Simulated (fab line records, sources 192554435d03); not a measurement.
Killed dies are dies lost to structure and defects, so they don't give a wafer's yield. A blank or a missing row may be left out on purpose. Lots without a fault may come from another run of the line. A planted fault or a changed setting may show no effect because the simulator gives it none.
A struck lot beside a sound one | flow n5_finfet | 39 steps out of a route of 1938
Sound: wafers L717.3, L717.6. Struck: wafers L709.1, L709.2, L709.5. The cause comes at the end.
At each step with rows: each side's tool, then ch and its chambers, then its first start. Under that, the readings that differ: sound wafers | struck wafers | difference of the means | sigmas: that difference in standard deviations of wafers without a fault.
alike: readings whose means differ by less than 2 such deviations, and words and numbers that are the same on both sides. not compared: withheld readings, readings that some wafer has no value for, bounds like >300 that may hide the same value, and numbers for which the record gives no deviation and whose values overlap.
The two part at a step that has a row with sigmas, a row that says differs or no value, or rows on one side only. Numbers that don't overlap but have no deviation are shown without sigmas and don't part them. A reading that every wafer of one side lacks parts them only if that side has two wafers or more.

first, 12 steps without rows for these wafers: N5_SD_EPI_N_STRIP_36 (strips in N2/H2); N5_SD_EPI_N_ETCHBACK_44 (etches SiNx in CH3F/O2, stops on SiO2, target depth 14.5 nm); N5_SD_EPI_N_ETCH_45 (etches SiOCN in CH3F/O2, target depth 6 nm); N5_SD_EPI_N_ETCH_16 (etches SiO2 in CHF3/O2, target depth 5 nm); N5_SD_EPI_N_STRIP_47 (strips in CHF3/O2); N5_SD_EPI_N_SD_RECESS_17 (chemistry HBr/Cl2/O2, target depth 41 nm, time 23.7 s, bt time 3 s); N5_SD_EPI_N_STRIP_38 (strips in N2/H2); N5_SD_EPI_N_WET_ETCH_43 (etches SiO2 in dHF, time 14 s, target depth 1.5 nm); N5_SD_EPI_N_STRIP_18 (strips in SPM, time 750 s); N5_SD_EPI_N_SRD_20 (time 30 s); N5_SD_EPI_N_PRECLEAN_48 (cleans in NF3:NH3, afs cycles 2, time 20 s, sublimation time 60 s); N5_SD_EPI_N_VAPOR_ETCH_50 (etches Si in HCl, time 54 s).
N5_SD_EPI_N_EPI_21: deposits Si:P, time 690 s.
  sound on epi_rpcvd-03 ch 0, day 9 00:26; struck on epi_rpcvd-04 ch 0, day 7 07:05
  alike: susceptor_temp_C_max
then, 24 steps without rows for these wafers: N5_SD_EPI_N_PRECLEAN_24 (cleans in O3/DIW, time 60 s); N5_SD_EPI_N_SRD_25 (time 30 s); N5_SD_EPI_N_PRECLEAN_49 (cleans in NF3:NH3, afs cycles 1, time 20 s, sublimation time 60 s); N5_SD_EPI_N_LINER_46 (material SiNx, target thk 3 nm); N5_SD_EPI_P_COAT_34 (time 60 s, resist thk 350 nm); N5_SD_EPI_P_COAT_35 (time 60 s, resist thk 35 nm); N5_SD_EPI_P_COAT_03 (resist thk 150 nm); N5_SD_EPI_P_EBR_05; N5_SD_EPI_P_SOFTBAKE_04 (time 60 s); N5_SD_EPI_P_EXPOSE_06 (exposes mask SD P BLK, target cd 240 nm); N5_SD_EPI_P_PEB_07 (peb time 60 s); N5_SD_EPI_P_DEVELOP_08 (develop time 30 s); N5_SD_EPI_P_DESCUM_14 (chemistry O2, time 7.9 s); N5_SD_EPI_P_ETCH_36 (etches SiARC in CF4, target depth 45.5 nm, time 75.8 s); N5_SD_EPI_P_ETCH_37 (etches SOC in N2/H2, overetch 108 nm, time 486 s); N5_SD_EPI_P_STRIP_38 (strips in N2/H2); N5_SD_EPI_P_ETCHBACK_46 (etches SiNx in CH3F/O2, stops on SiO2, target depth 17.5 nm); N5_SD_EPI_P_ETCH_47 (etches SiOCN in CH3F/O2, target depth 25 nm); N5_SD_EPI_P_ETCH_16 (etches SiO2 in CHF3/O2, target depth 5 nm); N5_SD_EPI_P_STRIP_50 (strips in CHF3/O2); N5_SD_EPI_P_SD_RECESS_17 (chemistry HBr/Cl2/O2, target depth 39.1 nm, bt time 3 s); N5_SD_EPI_P_WET_ETCH_45 (etches SiO2 in dHF, time 10.7 s, target depth 2 nm, rinse time 30 s); N5_SD_EPI_P_STRIP_40 (strips in N2/H2); N5_SD_EPI_P_PRECLEAN_52 (cleans in O3/DIW, time 60 s).
N5_SD_ACTIVATION_RS_MEAS_03: measures by four-point-probe.
  sound on film_metro-01, day 9 08:38; struck on film_metro-02, day 7 15:26
  reading          | sound     | struck         | difference | sigmas
  RS_SD_N (ohm/sq) | 21.5 21.4 | 19.2 19.1 19.4 | -2.2       | -6
  RS_SD_P (ohm/sq) | 54.1 54.1 | 55.9 55.9 56.4 | +2.0       | +2
-- the record jumps here: 5 days lie between the struck wafers' starts before and after (it left off in module SD_ACTIVATION and takes up again in module BEOL_M4, whose first step shown is number 1111 of the route) --
N5_BEOL_M4_RC_MEAS_101:
  sound on prober-01 ch 0, day 13 23:37; struck on prober-01 ch 0, day 12 03:56
  reading             | sound     | struck         | difference | sigmas
  ION_N (uA/um)       | 675 667   | 693 720 708    | +36        | +3
  RC_DENSE_N (ohm.um) | 18.0 17.9 | 16.3 16.0 16.1 | -1.8       | -3
  RC_N (ohm.um)       | 14.7 14.7 | 13.3 12.9 13.2 | -1.6       | -3
  REXT_N (ohm.um)     | 75.5 74.6 | 65.6 65.4 65.5 | -9.5       | -6
  RS_SD_N (ohm/sq)    | 28.1 27.8 | 25.2 25.0 25.1 | -2.9       | -6
  VT_N (mV)           | 250 254   | 242 244 241    | -10        | -2
  alike: DIBL_N, DIBL_P, IOFF_N, IOFF_P, ION_P, SS_N, SS_P, VT_P

WHERE THEY PART
First at N5_SD_ACTIVATION_RS_MEAS_03; last, within this record, at N5_BEOL_M4_RC_MEAS_101.

WHY: what the simulator had put in
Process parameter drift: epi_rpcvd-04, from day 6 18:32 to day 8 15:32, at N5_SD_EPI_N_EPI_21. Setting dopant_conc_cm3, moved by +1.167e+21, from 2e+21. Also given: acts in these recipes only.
